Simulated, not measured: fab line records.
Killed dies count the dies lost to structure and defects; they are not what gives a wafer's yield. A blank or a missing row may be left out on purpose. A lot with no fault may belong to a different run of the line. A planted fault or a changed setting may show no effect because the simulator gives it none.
fab line records + flow nand_harc
record:
- lots: 12
- wafers: 36
- last_day: 29
route steps=1159 shown P_BONDPAD@372 A_SOURCE_PLATE@420 A_ONON_D1@432 END@1159
lots untouched by any fault: they come from a run of this same line in which no faults occurred
start_h: hours from the record's opening day to when the first of the lot's shown wafers began + wait_h: hours from the lot's prior step to this one + " repeats the value in the row above + L1.1+2: one row covering several wafers at once + - either no value or no given start + * or withheld: withheld + < > ~ a bound
route shown NAME@n: NAME is a module with steps in the file, n the number in the route of the first one + usual: average and standard deviation across the fault-free wafers + same: alike in all rows + chamber/n: place in a boat + sites: each site's reading + _std_site: standard deviation of those values + _edge_site: the outer-site mean with the inner-site mean subtracted + radius_mm: for every site, how far away it sits from the centre of the wafer + mask NAME#n: copy n + behind: the tool/chamber that last shaped the wafer + hold: what put the lot on hold/how long, in hours/how the hold closed + device: names the non-switching transistor (n, p or np) + end of line: tests run on the same wafers once the route is complete + a step without rows: its recipe alone + killed: dies lost to structure and defects at the first sort, not the wafer's yield + map: dies across one wafer; x = killed, . = not, _ = none there
set.NAME: the setting that was run; set.NAME@STEP: the one run at that earlier step + model.NAME: the simulator's own value behind a step, which no gauge read
a sample of lots followed through the steps of the route, with each step as a table and each wafer as a row
services: from which hour (start_h, from the record's first day; less than 0 if before it) a tool's chamber was out of use, for how many hours, and why
== steps ==
step: NHARC_P_BONDPAD_ETCH_24
recipe:
- target_depth_a: 300
- over_etch_frac: 0.3
- time_s: 72.99
- ion_energy_ev: 150
- cf4_flow_sccm: 50
- n2_flow_sccm: 100
- ar_flow_sccm: 150
- rf_w: 300
- bias_w: 100
- chemistry: CF4/N2
usual:
- drypump_motor_current_A: 5.9/0.34
- oes_product_au: 0.996/0.011
- rf_vpp_V: 314.7/2.1
- showerhead_plenum_p_Torr: 2.66/0.11
- throttle_valve_pct: 19.795/0.009
| lot.wafer | tool        | chamber | start_h | wait_h | drypump_motor_current_A | oes_product_au | rf_hours_counter_h | rf_vpp_V | showerhead_plenum_p_Torr | throttle_valve_pct |
|-----------|-------------|---------|---------|--------|-------------------------|----------------|--------------------|----------|--------------------------|--------------------|
| L534.4    | rie_diel-05 | 3       | -       | -      | 5.5                     | 0.993          | 4                  | 312.6    | 2.54                     | 19.815             |
| L534.1    | "           | 0       | "       | "      | 5.3                     | 0.981          | 3                  | 315.0    | 2.65                     | 19.799             |
| L534.6    | "           | 2       | "       | "      | 6.5                     | 0.993          | -                  | 317.4    | 2.75                     | 19.796             |
| L533.1    | rie_diel-05 | 1       | -       | -      | 6.1                     | 1.007          | 3                  | 313.1    | 2.59                     | 19.796             |
| L533.2    | "           | 3       | "       | "      | 5.5                     | 1.004          | 4                  | 312.5    | 2.54                     | 19.801             |
| L533.6    | "           | 1       | "       | "      | 6.1                     | 1.006          | -                  | 312.3    | 2.59                     | 19.800             |
| L538.2    | rie_diel-01 | 3       | -       | -      | 5.7                     | 0.991          | 8                  | 314.6    | 2.61                     | 19.779             |
| L538.3    | "           | 1       | "       | "      | 6.4                     | 0.976          | 6                  | 312.4    | 2.53                     | 19.801             |
| L538.6    | "           | 3       | "       | "      | 5.8                     | 0.983          | -                  | 314.1    | 2.61                     | 19.800             |
| L539.2    | rie_diel-11 | 3       | -       | -      | 5.3                     | 0.991          | 3                  | 315.4    | 2.69                     | 19.790             |
| L539.1    | "           | 0       | "       | "      | 6.0                     | 1.002          | 3                  | 318.3    | 2.84                     | 19.793             |
| L539.5    | "           | 1       | "       | "      | 5.8                     | 0.994          | -                  | 313.7    | 2.72                     | 19.791             |
| L541.2    | rie_diel-01 | 0       | -       | -      | 6.0                     | 0.997          | 10                 | 314.6    | 2.68                     | 19.801             |
| L541.4    | "           | 1       | "       | "      | 6.4                     | 0.982          | 8                  | 313.9    | 2.53                     | 19.792             |
| L541.5    | "           | 3       | "       | "      | 5.7                     | 1.001          | -                  | 315.3    | 2.61                     | 19.793             |
| L545.1    | rie_diel-11 | 3       | 224.29  | 0.2    | 5.3                     | 0.990          | 6                  | 312.8    | 2.69                     | 19.787             |
| L545.2    | "           | 2       | "       | "      | 5.8                     | 0.971          | 6                  | 309.5    | 2.48                     | 19.807             |
| L545.4    | "           | 0       | "       | "      | 6.0                     | 1.006          | -                  | 317.3    | 2.83                     | 19.803             |
| L546.2    | rie_diel-05 | 0       | -       | -      | 5.3                     | 0.995          | 11                 | 315.1    | 2.65                     | 19.790             |
| L546.4    | "           | 1       | "       | "      | 6.1                     | 1.002          | 12                 | 312.0    | 2.59                     | 19.787             |
| L546.5    | "           | 0       | "       | "      | 5.2                     | 0.997          | -                  | 313.9    | 2.65                     | 19.778             |
| L549.2    | rie_diel-01 | 0       | -       | -      | 6.0                     | 1.001          | 11                 | 314.3    | 2.68                     | 19.798             |
| L549.1    | "           | 1       | "       | "      | 6.4                     | 0.989          | 10                 | 312.6    | 2.53                     | 19.784             |
| L549.6    | "           | 0       | "       | "      | 6.0                     | 1.001          | -                  | 315.1    | 2.67                     | 19.798             |
| L550.2    | rie_diel-11 | 1       | -       | -      | 5.8                     | 0.992          | 2                  | 314.7    | 2.72                     | 19.790             |
| L550.1    | "           | 2       | "       | "      | 5.9                     | 0.980          | 8                  | 309.5    | 2.48                     | 19.792             |
| L550.6    | "           | 2       | "       | "      | 5.9                     | 0.971          | -                  | 312.8    | 2.48                     | 19.783             |
| L552.4    | rie_diel-11 | 3       | -       | -      | 5.3                     | 0.997          | 9                  | 315.9    | 2.69                     | 19.804             |
| L552.2    | "           | 0       | "       | "      | 6.0                     | 1.004          | 9                  | 317.6    | 2.83                     | 19.774             |
| L552.5    | "           | 1       | "       | "      | 5.8                     | 1.007          | -                  | 316.4    | 2.72                     | 19.790             |
| L554.1    | rie_diel-11 | 1       | -       | -      | 5.8                     | 1.003          | 3                  | 316.4    | 2.72                     | 19.789             |
| L554.2    | "           | 2       | "       | "      | 5.9                     | 0.996          | 9                  | 311.3    | 2.48                     | 19.797             |
| L554.6    | "           | 1       | "       | "      | 5.9                     | 0.997          | -                  | 317.6    | 2.72                     | 19.789             |
| L553.1    | rie_diel-11 | 2       | -       | -      | 5.9                     | 0.970          | 9                  | 311.4    | 2.47                     | 19.789             |
| L553.4    | "           | 0       | "       | "      | 6.0                     | 1.005          | 10                 | 317.8    | 2.83                     | 19.792             |
| L553.5    | "           | 1       | "       | "      | 5.9                     | 0.995          | -                  | 316.5    | 2.72                     | 19.802             |
step: NHARC_P_BONDPAD_PVD_17
recipe:
- target_thk_a: 50
- bias_v: 168.6
- power_w: 15000
- chamber_pressure_pa: 0.12
- time_s: 8.06
- substrate_temp_c: 50
- material: TaN
usual:
- chamber_pressure_pa: 0.11998/0.00021
- throttle_valve_pct: 29.8/1
| lot.wafer | tool           | chamber | start_h | wait_h | chamber_pressure_pa | throttle_valve_pct |
|-----------|----------------|---------|---------|--------|---------------------|--------------------|
| L534.4    | pvd_sputter-03 | -       | -       | -      | 0.12012             | 27.6               |
| L534.1    | "              | -       | "       | "      | 0.11988             | 29.4               |
| L534.6    | "              | -       | "       | "      | 0.12036             | 27.5               |
| L533.2    | pvd_sputter-03 | -       | -       | -      | 0.12014             | 31.1               |
| L533.1    | "              | -       | "       | "      | 0.11941             | 27.6               |
| L533.6    | "              | -       | "       | "      | 0.11991             | 31.2               |
| L538.3    | pvd_sputter-01 | -       | -       | -      | 0.11974             | 30.5               |
| L538.2    | "              | -       | "       | "      | 0.12                | 30.6               |
| L538.6    | "              | -       | "       | "      | 0.11979             | 30.8               |
| L539.1    | pvd_sputter-03 | -       | -       | -      | 0.12012             | 28.6               |
| L539.2    | "              | -       | "       | "      | 0.12014             | 31.1               |
| L539.5    | "              | -       | "       | "      | 0.12                | 27.2               |
| L541.2    | pvd_sputter-01 | -       | -       | -      | 0.11989             | 30.9               |
| L541.4    | "              | -       | "       | "      | 0.1199              | 30.8               |
| L541.5    | "              | -       | "       | "      | 0.12007             | 30.8               |
| L545.4    | pvd_sputter-03 | -       | -       | -      | 0.12016             | 27.5               |
| L545.1    | "              | -       | "       | "      | 0.12007             | 28.9               |
| L545.2    | "              | -       | "       | "      | 0.12012             | 31.1               |
| L546.2    | pvd_sputter-01 | -       | -       | -      | 0.12021             | 30.5               |
| L546.4    | "              | -       | "       | "      | 0.11983             | 31.0               |
| L546.5    | "              | -       | "       | "      | 0.11956             | 30.6               |
| L549.1    | pvd_sputter-01 | -       | -       | -      | 0.1201              | 30.8               |
| L549.2    | "              | -       | "       | "      | 0.11995             | 30.8               |
| L549.6    | "              | -       | "       | "      | 0.12009             | 30.9               |
| L550.2    | pvd_sputter-02 | -       | -       | -      | 0.11988             | 29.4               |
| L550.1    | "              | -       | "       | "      | 0.12015             | 29.9               |
| L550.6    | "              | -       | "       | "      | 0.11982             | 29.2               |
| L552.4    | pvd_sputter-02 | -       | -       | -      | 0.11975             | 29.2               |
| L552.2    | "              | -       | "       | "      | 0.12034             | 29.4               |
| L552.5    | "              | -       | "       | "      | 0.11992             | 30.1               |
| L554.1    | pvd_sputter-02 | -       | -       | -      | 0.11986             | 30.0               |
| L554.2    | "              | -       | "       | "      | 0.12015             | 29.3               |
| L554.6    | "              | -       | "       | "      | 0.12009             | 30.3               |
| L553.4    | pvd_sputter-03 | -       | -       | -      | 0.12008             | 31.2               |
| L553.1    | "              | -       | "       | "      | 0.11982             | 27.4               |
| L553.5    | "              | -       | "       | "      | 0.12033             | 29.6               |
step: NHARC_A_SOURCE_PLATE_THK_MEAS_06
recipe:
- thk_meas_gauge: ellipsometry
usual:
- thk_nm: 199.2/2.7
| lot.wafer | tool          | chamber | start_h | wait_h | thk_nm |
|-----------|---------------|---------|---------|--------|--------|
| L534.1    | film_metro-01 | -       | 218.00  | 0.4    | 199.3  |
| L534.4    | "             | -       | "       | "      | 202.8  |
| L534.6    | "             | -       | "       | "      | 200.3  |
| L533.1    | film_metro-01 | -       | 218.01  | 0.4    | 195.4  |
| L533.2    | "             | -       | "       | "      | 198.7  |
| L533.6    | "             | -       | "       | "      | 198.1  |
| L538.2    | film_metro-02 | -       | 228.04  | 0.4    | 199.3  |
| L538.3    | "             | -       | "       | "      | 199.2  |
| L538.6    | "             | -       | "       | "      | 199.0  |
| L539.1    | film_metro-02 | -       | 232.62  | 0.4    | 199.6  |
| L539.2    | "             | -       | "       | "      | 197.4  |
| L539.5    | "             | -       | "       | "      | 199.6  |
| L541.2    | film_metro-01 | -       | 236.30  | 0.4    | 196.6  |
| L541.4    | "             | -       | "       | "      | 196.2  |
| L541.5    | "             | -       | "       | "      | 194.0  |
| L545.1    | film_metro-01 | -       | 250.05  | 0.4    | 201.2  |
| L545.2    | "             | -       | "       | "      | 201.6  |
| L545.4    | "             | -       | "       | "      | 201.2  |
| L549.1    | film_metro-02 | -       | 250.05  | 0.4    | 196.8  |
| L549.2    | "             | -       | "       | "      | 200.3  |
| L549.6    | "             | -       | "       | "      | 197.6  |
| L546.2    | film_metro-02 | -       | 250.07  | 0.4    | 194.7  |
| L546.4    | "             | -       | "       | "      | 197.1  |
| L546.5    | "             | -       | "       | "      | 198.1  |
| L550.1    | film_metro-01 | -       | 266.40  | 0.4    | 200.1  |
| L550.2    | "             | -       | "       | "      | 199.8  |
| L550.6    | "             | -       | "       | "      | 199.2  |
| L552.2    | film_metro-01 | -       | 271.10  | 0.4    | 200.6  |
| L552.4    | "             | -       | "       | "      | 199.3  |
| L552.5    | "             | -       | "       | "      | 200.5  |
| L554.1    | film_metro-01 | -       | 286.33  | 0.4    | 196.7  |
| L554.2    | "             | -       | "       | "      | 193.2  |
| L554.6    | "             | -       | "       | "      | 196.9  |
| L553.1    | film_metro-02 | -       | 286.33  | 0.4    | 198.8  |
| L553.4    | "             | -       | "       | "      | 200.2  |
| L553.5    | "             | -       | "       | "      | 199.8  |
step: NHARC_A_ONON_D1_DEP_12
recipe:
- target_thk_a: 10000
- n2_flow_sccm: 2750
- n2o_flow_sccm: 2000
- nh3_flow_sccm: 500
- sih4_flow_sccm: 210
- temp_c: 400
usual:
- sih4_flow_sccm: 210.0/0.7
| lot.wafer | tool          | chamber | start_h | wait_h | sih4_flow_sccm |
|-----------|---------------|---------|---------|--------|----------------|
| L534.1    | pecvd_onon-02 | 0       | 221.98  | 0.5    | 211.2          |
| L534.4    | "             | 0       | "       | "      | 211.0          |
| L534.6    | "             | 0       | "       | "      | 211.7          |
| L533.1    | pecvd_onon-02 | 0       | 222.33  | 0.5    | 210.2          |
| L533.2    | "             | 0       | "       | "      | 210.5          |
| L533.6    | "             | 0       | "       | "      | 210.0          |
| L538.2    | pecvd_onon-02 | 0       | 231.60  | 0.6    | 210.3          |
| L538.3    | "             | 0       | "       | "      | 209.7          |
| L538.6    | "             | 0       | "       | "      | 209.2          |
| L539.1    | pecvd_onon-03 | 0       | 235.33  | 0.1    | 210.3          |
| L539.2    | "             | 0       | "       | "      | 209.9          |
| L539.5    | "             | 0       | "       | "      | 210.9          |
| L541.2    | pecvd_onon-02 | 0       | 238.78  | 0.1    | 208.8          |
| L541.4    | "             | 0       | "       | "      | 208.5          |
| L541.5    | "             | 0       | "       | "      | 209.0          |
| L549.1    | pecvd_onon-04 | 0       | 252.50  | 0.1    | 209.4          |
| L549.2    | "             | 0       | "       | "      | 209.8          |
| L549.6    | "             | 0       | "       | "      | 209.2          |
| L545.1    | pecvd_onon-03 | 0       | 252.71  | 0.1    | 210.6          |
| L545.2    | "             | 0       | "       | "      | 210.7          |
| L545.4    | "             | 0       | "       | "      | 211.1          |
| L546.2    | pecvd_onon-04 | 0       | 253.26  | 0.5    | 209.2          |
| L546.4    | "             | 0       | "       | "      | 209.9          |
| L546.5    | "             | 0       | "       | "      | 209.0          |
| L550.1    | pecvd_onon-03 | 0       | 268.83  | 0.1    | 210.3          |
| L550.2    | "             | 0       | "       | "      | 210.1          |
| L550.6    | "             | 0       | "       | "      | 210.4          |
| L552.2    | pecvd_onon-04 | 0       | 273.56  | 0.1    | 209.6          |
| L552.4    | "             | 0       | "       | "      | 209.9          |
| L552.5    | "             | 0       | "       | "      | 210.5          |
| L553.1    | pecvd_onon-04 | 0       | 288.71  | 0.1    | 210.0          |
| L553.4    | "             | 0       | "       | "      | 208.8          |
| L553.5    | "             | 0       | "       | "      | 210.0          |
| L554.1    | pecvd_onon-03 | 0       | 288.72  | 0.1    | 210.4          |
| L554.2    | "             | 0       | "       | "      | 210.7          |
| L554.6    | "             | 0       | "       | "      | 210.2          |
step: NHARC_A_ONON_D1_THK_MEAS_14
recipe:
- thk_meas_gauge: ellipsometry
usual:
- thk_nm: 1000/10
| lot.wafer | tool          | chamber | start_h | wait_h | thk_nm |
|-----------|---------------|---------|---------|--------|--------|
| L534.1    | film_metro-02 | -       | 222.49  | -      | 994    |
| L534.4    | "             | -       | "       | "      | 994    |
| L534.6    | "             | -       | "       | "      | 996    |
| L533.1    | film_metro-01 | -       | 222.86  | -      | 996    |
| L533.2    | "             | -       | "       | "      | 998    |
| L533.6    | "             | -       | "       | "      | 995    |
| L538.2    | film_metro-02 | -       | 232.05  | -      | 391    |
| L538.3    | "             | -       | "       | "      | 392    |
| L538.6    | "             | -       | "       | "      | 394    |
| L539.1    | film_metro-01 | -       | 235.84  | -      | 1018   |
| L539.2    | "             | -       | "       | "      | 1019   |
| L539.5    | "             | -       | "       | "      | 1019   |
| L541.2    | film_metro-01 | -       | 239.23  | -      | 417    |
| L541.4    | "             | -       | "       | "      | 417    |
| L541.5    | "             | -       | "       | "      | 417    |
| L549.1    | film_metro-02 | -       | 253.01  | -      | 1002   |
| L549.2    | "             | -       | "       | "      | 1000   |
| L549.6    | "             | -       | "       | "      | 1002   |
| L545.1    | film_metro-01 | -       | 253.22  | -      | 991    |
| L545.2    | "             | -       | "       | "      | 991    |
| L545.4    | "             | -       | "       | "      | 991    |
| L546.2    | film_metro-01 | -       | 253.71  | -      | 1001   |
| L546.4    | "             | -       | "       | "      | 998    |
| L546.5    | "             | -       | "       | "      | 999    |
| L550.1    | film_metro-01 | -       | 269.35  | -      | 1005   |
| L550.2    | "             | -       | "       | "      | 1004   |
| L550.6    | "             | -       | "       | "      | 1003   |
| L552.2    | film_metro-02 | -       | 274.01  | -      | 991    |
| L552.4    | "             | -       | "       | "      | 991    |
| L552.5    | "             | -       | "       | "      | 990    |
| L553.1    | film_metro-01 | -       | 289.22  | -      | 1024   |
| L553.4    | "             | -       | "       | "      | 1023   |
| L553.5    | "             | -       | "       | "      | 1024   |
| L554.1    | film_metro-02 | -       | 289.23  | -      | 996    |
| L554.2    | "             | -       | "       | "      | 996    |
| L554.6    | "             | -       | "       | "      | 996    |
step: NHARC_END_SORT_01
recipe:
- temp_c: 25
usual:
- killed_at_array: 29/11
- killed_at_other: 0.5/0.85
- killed_at_periphery: 3.0/2.3
- killed_dies: 33/12
- killed_open: 3.3/1.9
- killed_short: 2.0/1.5
same:
- gross_dies: 677
| lot.wafer | tool      | chamber | start_h | wait_h | killed_at_array | killed_at_other | killed_at_periphery | killed_dies | killed_open | killed_short |
|-----------|-----------|---------|---------|--------|-----------------|-----------------|---------------------|-------------|-------------|--------------|
| L538.2    | prober-01 | 0       | 604.08  | 2.8    | 676             | 0               | 1                   | 677         | 3           | 2            |
| L538.3    | prober-01 | 0       | 604.85  | 3.0    | 674             | 1               | 2                   | 677         | 6           | 3            |
| L538.6    | prober-01 | 0       | 607.17  | 3.9    | 677             | 0               | 0                   | 677         | 7           | 0            |
| L541.2    | prober-02 | 0       | 608.35  | 2.8    | 672             | 3               | 2                   | 677         | 3           | 1            |
| L541.4    | prober-02 | 0       | 609.93  | 3.4    | 675             | 1               | 1                   | 677         | 6           | 4            |
| L541.5    | prober-02 | 0       | 610.73  | 3.7    | 671             | 2               | 4                   | 677         | 3           | 3            |
killed by level:class
L538.2 A_ONON_D1:area_dep=640 A_SLIT:chamber_film_flake=14 A_CHANNEL_HOLE_D1:chamber_film_flake=13 A_CONTACT:chamber_film_flake=3 P_CONTACT:geometric_particle:short=1 A_CHANNEL_HOLE_D1:geometric_particle:open=1 A_CHANNEL_FILL_D1:geometric_particle:open=1 A_WL_FILL:geometric_particle:short=1
L538.3 A_ONON_D1:area_dep=637 A_CHANNEL_HOLE_D1:chamber_film_flake=13 A_SLIT:chamber_film_flake=11 A_CONTACT:chamber_film_flake=3 A_CHANNEL_FILL_D1:geometric_particle:open=2 A_WL_FILL:geometric_particle:short=2 A_CONTACT:geometric_particle:open=2 P_M2:geometric_particle:open=1
L538.6 A_ONON_D1:area_dep=636 A_CHANNEL_HOLE_D1:chamber_film_flake=16 A_SLIT:chamber_film_flake=13 A_STAIRCASE:chamber_film_flake=4 A_CONTACT:geometric_particle:open=3 A_SGD_CUT:geometric_particle:open=2 A_BLC:geometric_particle:open=2 A_ZERO_WELL:chamber_film_flake=1
L541.2 A_ONON_D1:area_dep=647 A_SLIT:chamber_film_flake=14 A_CHANNEL_HOLE_D1:chamber_film_flake=5 A_STAIRCASE:chamber_film_flake=2 A_CONTACT:chamber_film_flake=2 THIN_TSV:chamber_film_flake=2 P_CONTACT:geometric_particle:open=1 P_M2:geometric_particle:open=1
L541.4 A_ONON_D1:area_dep=635 A_SLIT:chamber_film_flake=19 A_CHANNEL_HOLE_D1:chamber_film_flake=7 A_CONTACT:geometric_particle:open=4 A_STAIRCASE:chamber_film_flake=2 A_CONTACT:chamber_film_flake=2 A_ONON_D1:geometric_particle:short=1 A_CHANNEL_HOLE_D1:geometric_particle:short=1
L541.5 A_ONON_D1:area_dep=641 A_SLIT:chamber_film_flake=14 A_CHANNEL_HOLE_D1:chamber_film_flake=6 A_CONTACT:chamber_film_flake=3 P_STI:chamber_film_flake=2 THIN_TSV:chamber_film_flake=2 P_CONTACT:geometric_particle:open=1 A_CHANNEL_FILL_D1:geometric_particle:short=1
== services ==
| tool           | chamber | start_h | hours | kind       |
|----------------|---------|---------|-------|------------|
| rie_diel-01    | 2       | 166.91  | 5.6   | repair     |
| rie_diel-11    | 0       | 169.34  | -     | clean      |
| rie_diel-11    | 1       | 169.34  | -     | clean      |
| rie_diel-11    | 2       | 169.34  | -     | clean      |
| rie_diel-11    | 3       | 169.34  | -     | clean      |
| rie_diel-01    | 1       | 173.41  | 8.6   | repair     |
| rie_diel-11    | 0       | 178.67  | 3.2   | repair     |
| pvd_sputter-03 | -       | 179.13  | 6.0   | repair     |
| rie_diel-11    | -       | 189.51  | 9.0   | pm         |
| rie_diel-11    | 0       | 189.51  | 9.0   | vent_cycle |
| rie_diel-11    | 1       | 189.51  | 16.1  | vent_cycle |
| pvd_sputter-01 | -       | 193.37  | 2.8   | repair     |
| rie_diel-05    | 0       | 209.18  | 6.5   | repair     |
| rie_diel-11    | 1       | 212.34  | 12.9  | repair     |
| pvd_sputter-02 | -       | 214.07  | 10.0  | pm         |
| rie_diel-01    | 2       | 215.67  | 2.9   | repair     |
| pecvd_onon-04  | -       | 237.00  | 13.0  | pm         |
| rie_diel-01    | 1       | 241.90  | 7.6   | repair     |
| rie_diel-11    | 1       | 247.87  | 8.7   | repair     |
| pvd_sputter-03 | -       | 249.65  | 10.3  | repair     |
| rie_diel-01    | 3       | 254.73  | 4.3   | repair     |
| rie_diel-01    | 0       | 256.57  | 8.6   | repair     |
| rie_diel-05    | -       | 262.28  | 3.0   | repair     |
| pvd_sputter-03 | -       | 280.08  | 10.0  | pm         |
== key ==
first_sign:
- step: NHARC_A_ONON_D1_THK_MEAS_14
- reading: thk_nm
- direction: down
- sigmas: 58
- usual: 1000
- struck: 405
effect:
- step: NHARC_END_SORT_01
- reading: killed_at_array
- direction: up
- sigmas: 60
- usual: 29
- struck: 674
more_kills_born_at:
- NHARC_A_ONON_D1_DEP_12@pecvd_onon-02: 3836
met_at NHARC_A_ONON_D1_DEP_12
struck_lots L538,L541
later_rows_left_out L538.2,L538.3,L538.6,L541.2,L541.4,L541.5
tester_left_out L538,L541
not_acting_at NHARC_P_BONDPAD_ETCH_24,NHARC_P_BONDPAD_PVD_17,NHARC_A_SOURCE_PLATE_THK_MEAS_06
onset_between 222.33 231.60
fault:
- kind: process_parameter_drift
- tool: pecvd_onon-02
- chamber: -
- onset_h: 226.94
- steps: NHARC_A_ONON_D1_DEP_12
- channel: target_thk_a
- offset: *
- shape: step
- end_h: 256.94
- acts_in: *
- stated: *
tester_left_out: of these lots the tester's yield and bins aren't shown, on N5 and GAA mostly nor the transistor test; their killed dies are dies lost to structure and defects alone, not to doping, threshold or leakage, so they don't give the yield
later_rows_left_out: the simulator's readings of these wafers behind a module that went badly wrong aren't trusted and aren't shown, but for the sort
